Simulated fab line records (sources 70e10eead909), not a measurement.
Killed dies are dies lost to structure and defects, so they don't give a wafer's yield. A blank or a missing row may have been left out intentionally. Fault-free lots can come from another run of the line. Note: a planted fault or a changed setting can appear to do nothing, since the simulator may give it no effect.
Chamber matching -- flow nand harc -- NHARC_P_ZERO_WELL_DESCUM_26 on rie diel-10: 4 sister chambers
The step chemistry O2, time 3 s. 7 wafers are shown with their chamber, then 7 later ones without.

WAFERS WITH THEIR CHAMBER
wafer,chamber,drypump motor current A (A),rf vpp V (V)
L326.6,0,6.2,59.7
L328.3,3,6.1,56.2
L328.4,1,5.7,58.8
L329.1,3,6.2,57.5
L329.5,2,5.3,58.4
L330.1,2,5.3,58.8
L330.2,1,5.7,58.4

WAFERS WHOSE CHAMBER IS MISSING
wafer,drypump motor current A (A),rf vpp V (V)
L330.3,6.1,58.3
L332.2,6.2,57.4
L332.3,5.7,57.1
L332.6,5.3,58.6
L333.2,5.7,57.7
L333.4,6.2,58.5
L333.6,6.2,58.4

EACH ONE'S CHAMBER
wafer,from the rows above,in truth
L330.3,can't be placed: 3 or 0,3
L332.2,3,3
L332.3,1,1
L332.6,2,2
L333.2,1,1
L333.4,can't be placed: 0 or 3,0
L333.6,can't be placed: 0 or 3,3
Correct placement for 4 of the 7. Cannot be placed on the basis of these rows: 3; the candidates contain the true chamber in 3. Wrongly placed: 0.
How it was worked out, from the rows above alone: a wafer's distance from a chamber is the root of the sum, over the readings, of the square of ((its reading less the chamber's mean) divided by the reading's scatter). If the next closest chamber is less than 2 further off than the closest, the wafer can't be placed; otherwise it belongs to the closest. For every chamber, the mean is computed from those of its wafers that are shown. How the scatter is found: for the shown wafers, subtract from each reading the mean of its chamber, square and add these, divide the total by (wafers less chambers), then take the root.
